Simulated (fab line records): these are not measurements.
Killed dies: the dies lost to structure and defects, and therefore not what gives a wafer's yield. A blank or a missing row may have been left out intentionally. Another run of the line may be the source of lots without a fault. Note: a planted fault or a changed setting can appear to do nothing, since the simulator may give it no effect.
The same fault as seen by 2 desks -- flow nand harc -- every desk sees just its own numbers, and what lay behind them comes last

## FROM THE METROLOGY DESK
Means of the sampled wafers that have a number, per lot and without regard to the tool the lot ran on: this is what the gauges read. Any lot whose mean is over 4 standard deviations away from the usual mean is out of limits and marked OUT; that distance is given in the brackets.
Columns: A = thk nm at NHARC_P_M2_THK_MEAS_24, usual 144.7 nm; B = overlay x nm at NHARC_P_BONDPAD_OVL_MEAS_38, usual 1 nm; C = overlay y nm at NHARC_P_BONDPAD_OVL_MEAS_38, usual -2 nm
lot,first seen here,A,B,C
L795,day 7 07:19,144.1,-0,-9
L796,day 7 23:37,144.9,4,-4
L797,day 8 03:17,143.8,1,1
L798,day 8 10:44,144.8,8,-3
L799,day 9 06:59,146.1,-8,-12
L802,day 10 13:51,146.1,-7,-11
L803,day 10 17:08,144.9,4,2
L810,day 13 19:43,147.1,-8,-9
L812,day 14 08:58,143.4,9,0
L811,day 14 09:30,143.7,-12,2
L813,day 15 01:03,143.4,5,-1
L814,day 15 13:11,144.4,-1,4
L816,day 15 18:56,146.2,-1,4
This desk found nothing out of limits on any of the 13 lots.

## THE DEFECT DESK
Counts from the inspections along the route, per lot, as means over the sampled wafers that have a number. Any lot whose mean is over 4 standard deviations away from the usual mean is out of limits and marked OUT; that distance is given in the brackets.
Columns: A = raw defect count at NHARC_A_ZERO_WELL_INSPECT_17, usual 9
lot,first seen here,A
L795,day 7 14:48,9
L796,day 8 07:07,7
L797,day 8 10:52,11
L798,day 8 18:12,14
L799,day 9 14:38,6
L802,day 10 21:25,809 (+99 or more) OUT
L803,day 11 00:43,798 (+99 or more) OUT
L810,day 14 03:27,6
L812,day 14 16:47,7
L811,day 14 17:07,12
L813,day 15 08:22,12
L814,day 15 20:47,6
L816,day 16 02:27,7
This desk's verdict: out of limits on L802, L803, starting with L802 at day 10 21:25 (raw defect count at NHARC_A_ZERO_WELL_INSPECT_17). L795, L796, L797, L798, L799, L810, L812, L811, L813, L814, L816: within limits.

## TAKEN TOGETHER
The defect desk could have raised an alarm at day 10 21:25, on L802, L803.
Nothing out of limits was seen by the metrology desk.
The metrology desk has L802, L803 on record, within its limits.
NHARC_A_ZERO_WELL_PRECLEAN_22 was run on wet bench-01 by each of the lots named.

## WHAT THE SIMULATOR PUT IN
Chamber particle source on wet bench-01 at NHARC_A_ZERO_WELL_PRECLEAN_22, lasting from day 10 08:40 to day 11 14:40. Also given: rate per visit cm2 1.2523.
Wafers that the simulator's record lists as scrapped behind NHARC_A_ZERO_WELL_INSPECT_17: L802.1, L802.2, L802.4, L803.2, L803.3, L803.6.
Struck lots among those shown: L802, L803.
Hours from the fault's start to each desk's first reading out of limits: the defect desk, 13.
